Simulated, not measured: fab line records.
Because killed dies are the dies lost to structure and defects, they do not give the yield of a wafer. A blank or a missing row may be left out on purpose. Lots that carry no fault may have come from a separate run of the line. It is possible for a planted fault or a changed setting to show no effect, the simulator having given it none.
Split-lot study || flow n5 finfet || on a route of 1938 steps: 7 lots, 21 wafers read

## THE SPLIT
At N5_PASSIVATION_PASS_ETCH_47 (etches SiNx in CF4/O2, target depth 770 nm, time 385 s), the setting source w was moved away from the recipe's 535 W on 4 of the 21 wafers read, by -17.7% to -11.9%. All remaining wafers had this setting at the recipe value.

The split's own step is where the reading is taken.

## THE READING
rf vpp V, in V, at N5_PASSIVATION_PASS_ETCH_47 (etches SiNx in CF4/O2, target depth 770 nm, time 385 s). A value of 241.3 V with a standard deviation of 2.3 V is what fault-free wafers of this fab line usually give.

{"wafer": "L074.3", "tool, chamber at the split": "rie diel-02, 0", "source w as run, W": 440.2, "against the recipe": "-17.7%", "rf vpp V, V": 265.4, "against lot-mates on the recipe": "+26.9"}
{"wafer": "L074.4", "tool, chamber at the split": "rie diel-02, 0", "source w as run, W": 535, "against the recipe": "recipe", "rf vpp V, V": 238.5, "against lot-mates on the recipe": "-"}
{"wafer": "L074.6", "tool, chamber at the split": "rie diel-02, 2", "source w as run, W": 440.2, "against the recipe": "-17.7%", "rf vpp V, V": 269.8, "against lot-mates on the recipe": "+31.3"}
{"wafer": "L077.1", "tool, chamber at the split": "rie diel-06, 0", "source w as run, W": 471.5, "against the recipe": "-11.9%", "rf vpp V, V": 259.1, "against lot-mates on the recipe": "+18.2"}
{"wafer": "L077.4", "tool, chamber at the split": "rie diel-06, 2", "source w as run, W": 535, "against the recipe": "recipe", "rf vpp V, V": 240.2, "against lot-mates on the recipe": "-"}
{"wafer": "L077.5", "tool, chamber at the split": "rie diel-06, 0", "source w as run, W": 535, "against the recipe": "recipe", "rf vpp V, V": 241.7, "against lot-mates on the recipe": "-"}
{"wafer": "L080.1", "tool, chamber at the split": "rie diel-04, 3", "source w as run, W": 535, "against the recipe": "recipe", "rf vpp V, V": 244.7, "against lot-mates on the recipe": "-"}
{"wafer": "L080.4", "tool, chamber at the split": "rie diel-04, 0", "source w as run, W": 535, "against the recipe": "recipe", "rf vpp V, V": 239.1, "against lot-mates on the recipe": "-"}
{"wafer": "L080.5", "tool, chamber at the split": "rie diel-04, 0", "source w as run, W": 535, "against the recipe": "recipe", "rf vpp V, V": 239.6, "against lot-mates on the recipe": "-"}
{"wafer": "L081.1", "tool, chamber at the split": "rie diel-06, 0", "source w as run, W": 535, "against the recipe": "recipe", "rf vpp V, V": 242.5, "against lot-mates on the recipe": "-"}
{"wafer": "L081.2", "tool, chamber at the split": "rie diel-06, 1", "source w as run, W": 461.6, "against the recipe": "-13.7%", "rf vpp V, V": 263.7, "against lot-mates on the recipe": "+20.2"}
{"wafer": "L081.3", "tool, chamber at the split": "rie diel-06, 3", "source w as run, W": 535, "against the recipe": "recipe", "rf vpp V, V": 244.4, "against lot-mates on the recipe": "-"}
{"wafer": "L085.1", "tool, chamber at the split": "rie diel-02, 3", "source w as run, W": 535, "against the recipe": "recipe", "rf vpp V, V": 239.0, "against lot-mates on the recipe": "-"}
{"wafer": "L085.4", "tool, chamber at the split": "rie diel-02, 1", "source w as run, W": 535, "against the recipe": "recipe", "rf vpp V, V": 240.9, "against lot-mates on the recipe": "-"}
{"wafer": "L085.6", "tool, chamber at the split": "rie diel-02, 2", "source w as run, W": 535, "against the recipe": "recipe", "rf vpp V, V": 241.5, "against lot-mates on the recipe": "-"}
{"wafer": "L093.2", "tool, chamber at the split": "rie diel-06, 1", "source w as run, W": 535, "against the recipe": "recipe", "rf vpp V, V": 243.2, "against lot-mates on the recipe": "-"}
{"wafer": "L093.4", "tool, chamber at the split": "rie diel-06, 2", "source w as run, W": 535, "against the recipe": "recipe", "rf vpp V, V": 242.1, "against lot-mates on the recipe": "-"}
{"wafer": "L093.5", "tool, chamber at the split": "rie diel-06, 3", "source w as run, W": 535, "against the recipe": "recipe", "rf vpp V, V": 244.2, "against lot-mates on the recipe": "-"}
{"wafer": "L097.1", "tool, chamber at the split": "rie diel-06, 2", "source w as run, W": 535, "against the recipe": "recipe", "rf vpp V, V": 242.3, "against lot-mates on the recipe": "-"}
{"wafer": "L097.2", "tool, chamber at the split": "rie diel-06, 3", "source w as run, W": 535, "against the recipe": "recipe", "rf vpp V, V": 243.1, "against lot-mates on the recipe": "-"}
{"wafer": "L097.6", "tool, chamber at the split": "rie diel-06, 3", "source w as run, W": 535, "against the recipe": "recipe", "rf vpp V, V": 244.9, "against lot-mates on the recipe": "-"}

THE FIT
A straight line over all 21 wafers: rf vpp V changes by -1.48 V for each +1% of source w; r = -0.98; the points scatter about the line by 2.1 V.
The same after taking each lot's own level away (the mean of its wafers on the recipe; 21 wafers): -1.6 V for each +1%; r = -0.99; scatter 1.5 V.
Per that fit: largest source w move, reading shift of 28 V.
The span of the lots' own levels, 238.50 to 243.45 V, comes to 2.2 times the standard deviation stated above.
Consequently the slope shifts little with the lot-to-lot level, the two slopes agreeing.
Check: for one of the wafers moved furthest among these (-17.7%), held out of the fit, the line's prediction against its lot-mates is +28.9 V. It came out at +26.9 V against them.
Tool readings at the split's step, against how far the setting was moved: rf vpp V r = -0.98.

## THE OTHER SPLITS THESE WAFERS WENT THROUGH
These wafers also went through other splits before the reading. Each is held against what the fit with the lots' levels taken away leaves over:
{"other split on the same wafers": "N5_BEOL_M14_ETCH_68 time s", "wafers away from the commonest value": 7, "r with rf vpp V (lot level and that fit taken away)": -0.20}
{"other split on the same wafers": "N5_BEOL_M15_SPUTTER_44 power w", "wafers away from the commonest value": 6, "r with rf vpp V (lot level and that fit taken away)": "+0.31"}
{"other split on the same wafers": "N5_BEOL_M15_CMP_49 down force psi", "wafers away from the commonest value": 8, "r with rf vpp V (lot level and that fit taken away)": -0.13}
{"other split on the same wafers": "N5_PASSIVATION_PECVD_00 time s", "wafers away from the commonest value": 11, "r with rf vpp V (lot level and that fit taken away)": -0.12}

## THE WHOLE CHAIN: every reading that the file lists as answering this split, in the file's order
{"step": "N5_PASSIVATION_PASS_ETCH_47", "what it does": "etches SiNx in CF4/O2, target depth 770 nm, time 385 s", "reading": "rf vpp V", "change (the file's fit)": "-1.57 V for each +1% of the setting", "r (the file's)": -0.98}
{"step": "N5_PASSIVATION_PASS_ETCH_47", "what it does": "etches SiNx in CF4/O2, target depth 770 nm, time 385 s", "reading": "etch.depth nm (the simulator's own value, which no gauge read)", "change (the file's fit)": "+6.69 nm for each +1% of the setting", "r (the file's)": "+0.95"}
{"step": "N5_PASSIVATION_PROBE_49", "what it does": "", "reading": "defect limited yield", "change (the file's fit)": "not straight: 3.2 at the lowest setting, 90.2 at the recipe, 90.2 at the highest", "r (the file's)": "not given"}
{"step": "N5_PASSIVATION_PROBE_49", "what it does": "", "reading": "killed at front end", "change (the file's fit)": "not straight: 1066 at the lowest setting, 46 at the recipe, 46 at the highest", "r (the file's)": "not given"}
{"step": "N5_PASSIVATION_PROBE_49", "what it does": "", "reading": "killed at other", "change (the file's fit)": "not straight: 15 at the lowest setting, 4.5 at the recipe, 4.5 at the highest", "r (the file's)": "not given"}
{"step": "N5_PASSIVATION_PROBE_49", "what it does": "", "reading": "killed dies", "change (the file's fit)": "not straight: 1142 at the lowest setting, 115 at the recipe, 115 at the highest", "r (the file's)": "not given"}
{"step": "N5_PASSIVATION_PROBE_49", "what it does": "", "reading": "sort_bin_5_function", "change (the file's fit)": "not straight: 70.8 at the lowest setting, 5.6 at the recipe, 5.6 at the highest", "r (the file's)": "not given"}

## FILE'S OWN FIT
rf vpp V changes by -1.57 V for each +1% of source w, r = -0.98.
